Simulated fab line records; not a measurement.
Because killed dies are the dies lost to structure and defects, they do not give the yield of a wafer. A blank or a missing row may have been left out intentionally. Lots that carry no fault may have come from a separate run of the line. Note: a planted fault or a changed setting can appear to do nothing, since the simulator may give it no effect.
Matching of chambers || flow nand_harc || NHARC_A_STAIRCASE_DEP_322 on pecvd-01: 3 sister chambers
The step deposits SiO2, target thk 3800 nm. 6 wafers are shown with their chamber, then 8 later ones without.

## EACH WAFER AND ITS CHAMBER
{"wafer": "L081.1", "chamber": 2, "heater_power_w (W)": 635}
{"wafer": "L081.4", "chamber": 1, "heater_power_w (W)": 526}
{"wafer": "L085.1", "chamber": 0, "heater_power_w (W)": 681}
{"wafer": "L085.2", "chamber": 1, "heater_power_w (W)": 549}
{"wafer": "L085.3", "chamber": 2, "heater_power_w (W)": 651}
{"wafer": "L086.1", "chamber": 0, "heater_power_w (W)": 735}

## WAFERS MISSING THEIR CHAMBER
{"wafer": "L086.2", "heater_power_w (W)": 638}
{"wafer": "L086.6", "heater_power_w (W)": 523}
{"wafer": "L091.2", "heater_power_w (W)": 557}
{"wafer": "L091.3", "heater_power_w (W)": 615}
{"wafer": "L091.5", "heater_power_w (W)": 652}
{"wafer": "L094.2", "heater_power_w (W)": 640}
{"wafer": "L094.3", "heater_power_w (W)": 633}
{"wafer": "L094.5", "heater_power_w (W)": 518}

## WHICH CHAMBER EACH ONE RAN IN
{"wafer": "L086.2", "from the rows above": 2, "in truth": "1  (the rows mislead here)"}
{"wafer": "L086.6", "from the rows above": 1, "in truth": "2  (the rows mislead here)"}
{"wafer": "L091.2", "from the rows above": 1, "in truth": 1}
{"wafer": "L091.3", "from the rows above": "can't be placed: 2 or 1", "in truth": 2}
{"wafer": "L091.5", "from the rows above": "can't be placed: 2 or 0", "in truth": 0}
{"wafer": "L094.2", "from the rows above": 2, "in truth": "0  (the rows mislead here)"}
{"wafer": "L094.3", "from the rows above": 2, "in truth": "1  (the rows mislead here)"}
{"wafer": "L094.5", "from the rows above": 1, "in truth": 1}
Correctly placed: 2 of 8. These rows do not allow placing 2 (true chamber among the candidates in 2). Wrongly placed: 4.
How it was worked out, from the rows above alone: a wafer's distance from a chamber is the root of the sum, over the readings, of the square of ((its reading less the chamber's mean) divided by the reading's scatter). The wafer belongs to the nearest chamber; if the next one is less than 2 further off, it can't be placed. Each chamber's mean is taken over the wafers shown for it. The scatter is the square root of a quotient: the sum, over the shown wafers, of each reading's squared deviation from its chamber's mean, divided by wafers minus chambers.
